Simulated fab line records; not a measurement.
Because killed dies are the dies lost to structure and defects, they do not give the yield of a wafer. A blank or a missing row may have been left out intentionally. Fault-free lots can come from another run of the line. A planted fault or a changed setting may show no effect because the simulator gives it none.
fab line records	flow n5-finfet
record lots=7	wafers=21
route steps=1938 shown BEOL_M15@1779 PASS1_CAP@1873 TV_LITHO@1879 TV_OPEN@1887 PASSIVATION@1901
start-h: hours from the record's opening day to when the first of the lot's shown wafers began	wait-h: time in hours since the lot's previous step	" repeats the value in the row above	L1.1+2: several wafers, shown together as one row	- no value present, or no start provided	* or withheld: withheld	< > ~ a bound
route shown NAME@n: a module of which the file shows steps, and the number in the route of the first	usual: mean/standard deviation taken from wafers without a fault	same: alike in all rows	chamber/n: place in a boat	sites: each site's reading	_std_site: standard deviation of those values	_edge_site: inner sites' mean taken away from outer sites' mean	radius-mm: how far each site lies from the wafer's centre	mask NAME#n: copy n	behind: the most recent tool/chamber to have shaped the wafer	hold: cause of the lot's hold/its duration in hours/its outcome	device: the transistor (n, p or np) that didn't switch	end of line: the tests these same wafers got at the end of their route	a step without rows: its recipe alone	killed: the dies lost at the first sort to structure and to defects; this is not the yield of the wafer	map: per-die view of a wafer (x killed, . not killed, _ where there is no die)
set.NAME: the setting that was run; set.NAME@STEP: the one run at that earlier step	model.NAME: the simulator's own value behind a step, which no gauge read
lots with deliberately changed settings; one table per step, one row per wafer
## steps
# step N5_BEOL_M15_EXPOSE_07
# recipe mask-id=V14	na=0.8	source-shape=annular	sigma-inner=0.5	sigma-outer=0.8	polarization=unpolarized	attpsm-phase-deg=180	dose-mj=41.25
lot.wafer	tool	chamber	start-h	wait-h	mask	set.dose-mj
L075.3+6	krf-scanner-01	0	256.00	-	V14#0	39.02
L075.4	"	0	"	"	V14#0	41.25
L074.2+3	krf-scanner-02	0	260.52	-	V14#0	38.43
L074.6	"	0	"	"	V14#0	41.25
L083.3+4+5	krf-scanner-01	0	301.48	-	V14#0	38.49
L087.4+5	krf-scanner-01	0	318.59	-	V14#0	42.1
L087.6	"	0	"	"	V14#0	41.25
L086.1+2+4	krf-scanner-01	0	330.99	-	V14#0	41.25
L091.2+3+5	krf-scanner-01	0	348.98	-	V14#0	41.25
L093.3+5+6	krf-scanner-01	0	351.55	-	V14#0	41.25
# step N5_BEOL_M15_PEB_08
# recipe peb-temp-c=130	peb-time-s=90
# step N5_BEOL_M15_DEVELOP_09
# recipe develop-time-s=45	rinse-liquid=diw	dry=air-spin	dev-temp-c=21
# step N5_BEOL_M15_HARDBAKE_14
# recipe temp-c=130	time-s=120
# step N5_BEOL_M15_CD_MEAS_10
# recipe target-cd-nm=360	landing-energy-ev=500	detector=se-inlens	polarity=opening
# usual cd-nm=360.2/1.4
lot.wafer	tool	chamber	start-h	wait-h	set.dose-mj@BEOL_M15_EXPOSE_07	cd-nm
L075.3	cd-sem-02	0	256.16	-	39.02	349.5
L075.4	"	0	"	"	41.25	360.0
L075.6	"	0	"	"	39.02	353.7
L074.2	cd-sem-02	0	260.69	-	38.43	347.2
L074.3	"	0	"	"	38.43	347.0
L074.6	"	0	"	"	41.25	359.8
L083.3	cd-sem-03	0	301.64	-	38.49	348.9
L083.4	"	0	"	"	38.49	349.7
L083.5	"	0	"	"	38.49	349.2
L087.4	cd-sem-01	0	318.75	-	42.1	363.5
L087.5	"	0	"	"	42.1	362.5
L087.6	"	0	"	"	41.25	358.8
L086.1	cd-sem-02	0	331.16	-	41.25	361.3
L086.2	"	0	"	"	41.25	360.2
L086.4	"	0	"	"	41.25	361.4
L091.2	cd-sem-01	0	349.15	-	41.25	360.2
L091.3	"	0	"	"	41.25	361.6
L091.5	"	0	"	"	41.25	359.1
L093.3	cd-sem-03	0	351.71	-	41.25	363.3
L093.5	"	0	"	"	41.25	360.1
L093.6	"	0	"	"	41.25	359.5
# step N5_BEOL_M15_DESCUM_15
# recipe chemistry=O2	time-s=7.9	source-power-w=50	bias-power-w=20	pressure-mtorr=20	rf-frequency-hz=2.712e+07	temp-c=40	o2-flow-sccm=225
# step N5_BEOL_M15_ETCH_59
# recipe chemistry=N2/H2	target=BARC	target-depth-a=890	overetch-a=267	time-s=67.9	ion-energy-ev=200	pressure-mtorr=30	source-w=840	bias-w=150	n2-flow-sccm=200	h2-flow-sccm=200
# step N5_BEOL_M15_VIA_ETCH_16
# recipe chemistry=C4F8/O2/Ar	target=SiO2	he-inner-torr=15	he-outer-torr=30	target-depth-a=17922	time-s=withheld	ion-energy-ev=800	pressure-mtorr=20	source-w=1905	bias-w=2040	Ar_flow_sccm=400	C4F8_flow_sccm=16	O2_flow_sccm=12	ends=cleared
lot.wafer	tool	chamber	start-h	wait-h	set.time-s@BEOL_M15_ILD_DEP_00	model.etch.depth-nm	model.coat_of_BEOL_M15_COAT_04.thk-nm
L075.3	rie-diel-06	1	256.33	0.0	*	1608	341.6
L075.4	"	3	"	"	*	1641	330.2
L075.6	"	2	"	"	*	1666	324.8
L074.2	rie-diel-06	2	260.87	0.0	*	1749	303.6
L074.3	"	0	"	"	*	1593	334.4
L074.6	"	2	"	"	*	1620	336
L083.3	rie-diel-02	1	301.81	0.0	*	1633	322
L083.4	"	3	"	"	*	1425	372.6
L083.5	"	0	"	"	*	1649	318
L087.4	rie-diel-02	3	318.97	0.0	*	1751	294
L087.5	"	2	"	"	*	1658	321.2
L087.6	"	1	"	"	*	1651	316.8
L086.1	rie-diel-04	2	331.52	0.0	*	1599	335.8
L086.2	"	0	"	"	*	1602	333
L086.4	"	3	"	"	*	1614	337.8
L091.2	rie-diel-06	3	349.32	0.0	*	1795	294.2
L091.3	"	0	"	"	*	1837	280.2
L091.5	"	1	"	"	*	1668	330.2
L093.3	rie-diel-04	2	351.88	0.0	*	1613	333.4
L093.5	"	3	"	"	*	1626	336
L093.6	"	2	"	"	*	1640	324.2
# step N5_BEOL_M15_STRIP_63
# recipe chemistry=O2	power-w=600	temp-c=60	pressure-mtorr=30	rf-frequency-hz=6e+07	bias-power-w=0	overash-fraction=0.3	o2-flow-sccm=225
# step N5_BEOL_M15_STRIP_64
# recipe chemistry=O2	power-w=600	temp-c=60	pressure-mtorr=30	rf-frequency-hz=6e+07	bias-power-w=0	overash-fraction=0.3	o2-flow-sccm=225
# step N5_BEOL_M15_STRIP_65
# recipe chemistry=post-etch-residue-remover	time-s=60	temp-c=25	remover-ph=withheld	remover-water-wt-pct=withheld	remover-fluoride-wt-pct=withheld
# step N5_BEOL_M15_SRD_66
# recipe time-s=30	temp-c=23	rinse-liquid=diw	dry=n2-spin	spin-rpm=1500	dry-time-s=30
# step N5_BEOL_M15_CD_MEAS_17
# recipe target-cd-nm=360	polarity=opening
# usual cd-nm=362.0/1.9
lot.wafer	tool	chamber	start-h	wait-h	set.dose-mj@BEOL_M15_EXPOSE_07	cd-nm
L075.3	cd-sem-01	-	256.74	0.0	39.02	350.4
L075.4	"	-	"	"	41.25	362.6
L075.6	"	-	"	"	39.02	356.8
L074.2	cd-sem-02	-	261.28	0.0	38.43	351.5
L074.3	"	-	"	"	38.43	346.6
L074.6	"	-	"	"	41.25	362.9
L083.3	cd-sem-03	-	302.23	0.0	38.49	348.8
L083.4	"	-	"	"	38.49	351.1
L083.5	"	-	"	"	38.49	351.3
L087.4	cd-sem-02	-	319.38	0.0	42.1	365.5
L087.5	"	-	"	"	42.1	364.0
L087.6	"	-	"	"	41.25	357.4
L086.1	cd-sem-02	-	331.93	0.0	41.25	364.6
L086.2	"	-	"	"	41.25	363.6
L086.4	"	-	"	"	41.25	364.0
L091.2	cd-sem-03	-	349.73	0.0	41.25	363.1
L091.3	"	-	"	"	41.25	363.7
L091.5	"	-	"	"	41.25	361.3
L093.3	cd-sem-02	-	352.30	0.0	41.25	364.7
L093.5	"	-	"	"	41.25	360.2
L093.6	"	-	"	"	41.25	361.0
# step N5_PASSIVATION_PECVD_55
# recipe material=SiO2	target-thk-a=4000	temp-c=400	precursor=SiH4/N2O	pressure-torr=2.7	rf-w=608	time-s=22.5
lot.wafer	tool	chamber	start-h	wait-h	set.time-s	model.SiO2_of_PASSIVATION_PECVD_55.thk-nm
L075.3	pecvd-04	0	270.04	0.0	22.5	393.4
L075.4	"	2	"	"	19.98	350.8
L075.6	"	0	"	"	19.98	348.2
L074.2	pecvd-02	2	274.11	0.0	19.91	339.8
L074.3	"	0	"	"	22.5	391.8
L074.6	"	2	"	"	19.91	354.2
L083.3	pecvd-03	2	312.59	0.0	22.5	400.2
L083.4	"	0	"	"	22.5	405.8
L083.5	"	1	"	"	22.5	395.6
L087.4	pecvd-04	2	329.81	0.0	22.5	398.6
L087.5	"	0	"	"	22.5	402.8
L087.6	"	1	"	"	22.5	412.4
L086.1	pecvd-03	1	342.60	0.0	21.27	370.2
L086.2	"	2	"	"	22.5	399.8
L086.4	"	2	"	"	22.5	405.6
L091.2	pecvd-02	0	359.15	0.0	20.54	368
L091.3	"	2	"	"	20.54	358
L091.5	"	1	"	"	22.5	403.6
L093.3	pecvd-03	2	369.10	0.0	22.5	398.2
L093.5	"	1	"	"	22.5	400.2
L093.6	"	2	"	"	22.5	404.8
# step N5_PASSIVATION_EXPOSE_07
# recipe mask-id=TV	na=0.55	source-shape=conventional	sigma-outer=0.8	polarization=unpolarized	defocus-nm=0	target-cd-nm=3000	dose-mj=22.75
lot.wafer	tool	chamber	start-h	wait-h	mask	set.dose-mj
L075.3+4	krf-scanner-01	0	270.58	-	TV#0	22.75
L075.6	"	0	"	"	TV#0	21.8
L074.2+6	krf-scanner-02	0	275.45	-	TV#0	22.75
L074.3	"	0	"	"	TV#0	23.63
L083.3+4+5	krf-scanner-02	0	315.83	-	TV#0	22.75
L087.4+5+6	krf-scanner-01	0	330.51	-	TV#0	22.75
L086.1+2+4	krf-scanner-01	0	344.05	-	TV#0	22.75
L091.2+5	krf-scanner-02	0	360.74	-	TV#0	22.75
L091.3	"	0	"	"	TV#0	21.5
L093.3+5+6	krf-scanner-01	0	369.81	-	TV#0	22.75
# step N5_PASSIVATION_PEB_08
# recipe peb-temp-c=withheld	peb-time-s=*
# step N5_PASSIVATION_DEVELOP_09
# recipe develop-time-s=60	rinse-liquid=diw	dry=air-spin	dev-temp-c=21
# step N5_PASSIVATION_HARDBAKE_11
# recipe temp-c=130	time-s=120
# step N5_PASSIVATION_CD_MEAS_10
# recipe target-cd-nm=3000	landing-energy-ev=500	detector=se-inlens
# usual cd-nm=2999.1/2.6
lot.wafer	tool	chamber	start-h	wait-h	set.dose-mj@PASSIVATION_EXPOSE_07	cd-nm
L075.3	cd-sem-01	0	270.74	-	22.75	2996.8
L075.4	"	0	"	"	22.75	2998.1
L075.6	"	0	"	"	21.8	2983.8
L074.2	cd-sem-02	0	275.63	-	22.75	3000.0
L074.3	"	0	"	"	23.63	3011.5
L074.6	"	0	"	"	22.75	2997.9
L083.3	cd-sem-02	0	316.00	-	22.75	2995.5
L083.4	"	0	"	"	22.75	2997.0
L083.5	"	0	"	"	22.75	2999.2
L087.4	cd-sem-02	0	330.68	-	22.75	3001.4
L087.5	"	0	"	"	22.75	2999.3
L087.6	"	0	"	"	22.75	2997.6
L086.1	cd-sem-01	0	344.23	-	22.75	3002.5
L086.2	"	0	"	"	22.75	3004.1
L086.4	"	0	"	"	22.75	3000.8
L091.2	cd-sem-01	0	360.92	-	22.75	2999.5
L091.3	"	0	"	"	21.5	2989.6
L091.5	"	0	"	"	22.75	2999.5
L093.3	cd-sem-01	0	369.98	-	22.75	3002.0
L093.5	"	0	"	"	22.75	2995.9
L093.6	"	0	"	"	22.75	2997.5
# step N5_PASSIVATION_DESCUM_12
# recipe chemistry=O2	time-s=7.9	source-power-w=50	bias-power-w=20	pressure-mtorr=20	rf-frequency-hz=2.712e+07	temp-c=40	o2-flow-sccm=225
# step N5_PASSIVATION_PASS_ETCH_74
# recipe chemistry=CF4/O2	target=SiNx	target-depth-a=2200	time-s=110	ion-energy-ev=100	pressure-mtorr=40	source-w=535	bias-w=49	Ar_flow_sccm=100	cf4-flow-sccm=100	O2_flow_sccm=10
# step N5_PASSIVATION_VIA_ETCH_13
# recipe chemistry=CHF3/O2	target=SiO2	target-depth-a=6600	CHF3_flow_sccm=50	O2_flow_sccm=5	Ar_flow_sccm=200	time-s=330	mask-material=PR	pressure-mtorr=30	source-w=650	bias-w=170	ion-energy-ev=200	ends=cleared
# usual etch-rf-on-time-s=237/4.7
lot.wafer	tool	chamber	start-h	wait-h	set.time-s@PASSIVATION_PECVD_55	etch-rf-on-time-s
L075.3	rie-diel-02	2	271.01	0.0	22.5	236
L075.4	"	0	"	"	19.98	203
L075.6	"	1	"	"	19.98	204
L074.2	rie-diel-06	3	276.40	0.0	19.91	203
L074.3	"	1	"	"	22.5	230
L074.6	"	2	"	"	19.91	213
L083.3	rie-diel-06	2	316.42	0.0	22.5	237
L083.4	"	2	"	"	22.5	240
L083.5	"	3	"	"	22.5	236
L087.4	rie-diel-02	0	331.05	0.0	22.5	232
L087.5	"	1	"	"	22.5	238
L087.6	"	0	"	"	22.5	241
L086.1	rie-diel-04	1	344.67	0.0	21.27	225
L086.2	"	0	"	"	22.5	235
L086.4	"	2	"	"	22.5	238
L091.2	rie-diel-02	3	361.31	0.0	20.54	216
L091.3	"	1	"	"	20.54	211
L091.5	"	1	"	"	22.5	238
L093.3	rie-diel-06	3	370.22	0.0	22.5	241
L093.5	"	2	"	"	22.5	240
L093.6	"	1	"	"	22.5	240
# step N5_PASSIVATION_EXPOSE_27
# recipe mask-id=PAD	na=0.55	source-shape=conventional	sigma-outer=0.8	polarization=unpolarized	defocus-nm=0	dose-mj=32.3
lot.wafer	tool	chamber	start-h	wait-h	mask	set.dose-mj
L075.3	krf-scanner-02	0	272.63	-	PAD#0	32.3
L075.4+6	"	0	"	"	PAD#0	31.34
L074.2+3+6	krf-scanner-01	0	277.74	-	PAD#0	32.3
L083.3	krf-scanner-01	0	317.65	-	PAD#0	30.18
L083.4+5	"	0	"	"	PAD#0	32.3
L087.4	krf-scanner-01	0	332.07	-	PAD#0	32.3
L087.5+6	"	0	"	"	PAD#0	33.83
L086.1+2	krf-scanner-02	0	346.02	-	PAD#0	32.3
L086.4	"	0	"	"	PAD#0	34.71
L091.2	krf-scanner-01	0	362.72	-	PAD#0	31.68
L091.3+5	"	0	"	"	PAD#0	32.3
L093.3+5+6	krf-scanner-02	0	371.57	-	PAD#0	32.3
# step N5_PASSIVATION_PEB_28
# recipe peb-temp-c=withheld	peb-time-s=*
# step N5_PASSIVATION_DEVELOP_29
# recipe develop-time-s=60	rinse-liquid=diw	dry=air-spin	dev-temp-c=21
# step N5_PASSIVATION_HARDBAKE_31
# recipe temp-c=130	time-s=120
# step N5_PASSIVATION_CD_MEAS_30
# recipe target-cd-nm=4000	landing-energy-ev=500	detector=se-inlens	polarity=opening
# usual cd-nm=4000.9/2.3
lot.wafer	tool	chamber	start-h	wait-h	set.dose-mj@PASSIVATION_EXPOSE_27	cd-nm
L075.3	cd-sem-03	0	272.80	-	32.3	4003.7
L075.4	"	0	"	"	31.34	3995.0
L075.6	"	0	"	"	31.34	3997.2
L074.2	cd-sem-03	0	277.91	-	32.3	4006.2
L074.3	"	0	"	"	32.3	4006.0
L074.6	"	0	"	"	32.3	4005.3
L083.3	cd-sem-03	0	317.81	-	30.18	3989.2
L083.4	"	0	"	"	32.3	3997.1
L083.5	"	0	"	"	32.3	4002.2
L087.4	cd-sem-01	0	332.23	-	32.3	4003.9
L087.5	"	0	"	"	33.83	4010.0
L087.6	"	0	"	"	33.83	4011.0
L086.1	cd-sem-01	0	346.20	-	32.3	4000.2
L086.2	"	0	"	"	32.3	3997.7
L086.4	"	0	"	"	34.71	4013.2
L091.2	cd-sem-03	0	362.89	-	31.68	3998.9
L091.3	"	0	"	"	32.3	3996.7
L091.5	"	0	"	"	32.3	3999.4
L093.3	cd-sem-01	0	371.74	-	32.3	3999.7
L093.5	"	0	"	"	32.3	4003.0
L093.6	"	0	"	"	32.3	4002.8
# step N5_PASSIVATION_ETCH_59
# recipe chemistry=Cl2/BCl3	target=TaN	target-depth-a=650	time-s=34.9	ion-energy-ev=100	pressure-mtorr=10	icp-w=900	bias-w=100	Cl2_flow_sccm=60	bcl3-flow-sccm=30
lot.wafer	tool	chamber	start-h	wait-h	set.time-s	model.etch.depth-nm
L075.3	rie-metal-03	0	273.41	0.2	34.9	65.26
L075.4	"	1	"	"	34.9	64.77
L075.6	"	0	"	"	34.9	65.43
L074.2	rie-metal-01	0	278.95	0.3	34.9	64.1
L074.3	"	1	"	"	38.2	73.59
L074.6	"	0	"	"	38.2	70.64
L083.3	rie-metal-03	1	318.42	0.2	28.83	53.03
L083.4	"	0	"	"	34.9	65.61
L083.5	"	1	"	"	28.83	53.22
L087.4	rie-metal-01	1	332.85	0.2	27.34	53.35
L087.5	"	1	"	"	34.9	68.17
L087.6	"	0	"	"	34.9	64.55
L086.1	rie-metal-01	1	346.77	0.3	34.9	67.6
L086.2	"	0	"	"	37.54	68.1
L086.4	"	1	"	"	34.9	67.13
L091.2	rie-metal-02	1	363.47	0.3	34.9	68.33
L091.3	"	0	"	"	34.9	65.59
L091.5	"	0	"	"	28.44	52.86
L093.3	rie-metal-02	0	372.37	0.2	34.9	64.59
L093.5	"	0	"	"	34.9	64.54
L093.6	"	1	"	"	34.9	68.1
## key
split step=N5_BEOL_M15_EXPOSE_07	setting=dose-mj	stated=41.25	by=wafer
response step=N5_BEOL_M15_CD_MEAS_10	reading=cd-nm	change=+1.76	per=1%	r=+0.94
response step=N5_BEOL_M15_CD_MEAS_17	reading=cd-nm	change=+1.98	per=1%	r=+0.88
split step=N5_PASSIVATION_PECVD_55	setting=time-s	stated=22.5	by=wafer
response step=N5_PASSIVATION_PECVD_55	reading=model.SiO2_of_PASSIVATION_PECVD_55.thk-nm	change=+4.23	per=1%	r=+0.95
response step=N5_PASSIVATION_VIA_ETCH_13	reading=etch-rf-on-time-s	change=*	per=1%	r=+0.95
split step=N5_PASSIVATION_EXPOSE_07	setting=dose-mj	stated=22.75	by=wafer
response step=N5_PASSIVATION_CD_MEAS_10	reading=cd-nm	change=+2.55	per=1%	r=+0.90
split step=N5_PASSIVATION_EXPOSE_27	setting=dose-mj	stated=32.3	by=wafer
response step=N5_PASSIVATION_CD_MEAS_30	reading=cd-nm	change=+1.7	per=1%	r=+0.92
split step=N5_PASSIVATION_ETCH_59	setting=time-s	stated=34.9	by=wafer
response step=N5_PASSIVATION_ETCH_59	reading=model.etch.depth-nm	change=+0.667	per=1%	r=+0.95
split outside-this-file step=N5_BEOL_M15_ILD_DEP_00 setting=time-s
# split outside-this-file: this setting was split too, and the file shows its column; the key of that split is in another file
